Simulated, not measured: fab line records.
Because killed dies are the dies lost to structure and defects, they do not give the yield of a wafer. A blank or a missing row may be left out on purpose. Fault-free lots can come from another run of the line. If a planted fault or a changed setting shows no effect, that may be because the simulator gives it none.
Matching of chambers -- flow n5 finfet -- N5_BEOL_M8_ETCH_65 on rie diel-05 has 4 sister chambers
The step etches SiARC in CF4, target depth 15.6 nm, time 26 s. 4 wafers are shown with their chamber, then 12 later ones without.

== WAFERS WITH THEIR CHAMBER ==
wafer,chamber,showerhead plenum p Torr (Torr)
L086.4,1,2.24
L088.1,3,2.09
L088.2,0,2.09
L088.3,2,2.21

== WAFERS WHOSE CHAMBER IS MISSING ==
wafer,showerhead plenum p Torr (Torr)
L089.4,2.21
L089.5,2.09
L089.6,2.09
L091.1,2.24
L091.3,2.09
L091.6,2.24
L093.2,2.23
L093.3,2.09
L093.6,2.20
L096.1,2.23
L096.3,2.08
L096.6,2.20

== THE CHAMBER EACH PASSED THROUGH ==
wafer,from the rows above,in truth
L089.4,2,2
L089.5,can't be placed: 0 or 3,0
L089.6,can't be placed: 0 or 3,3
L091.1,1,1
L091.3,can't be placed: 0 or 3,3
L091.6,1,1
L093.2,can't be placed: 1 or 2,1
L093.3,can't be placed: 0 or 3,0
L093.6,2,2
L096.1,can't be placed: 1 or 2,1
L096.3,can't be placed: 0 or 3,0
L096.6,2,2
5 of 12 placed correctly. Can't be placed from these rows: 7 (the true chamber is among the candidates in 7). Wrongly placed: 0.
How it was worked out, from the rows above alone: a wafer's distance from a chamber is the root of the sum, over the readings, of the square of ((its reading less the chamber's mean) divided by the reading's scatter). The wafer belongs to the nearest chamber; if the next one is less than 2 further off, it can't be placed. For every chamber, the mean is computed from those of its wafers that are shown. The scatter: root of mean squared gap, hidden wafer to nearest shown wafer, with one shown wafer a chamber.
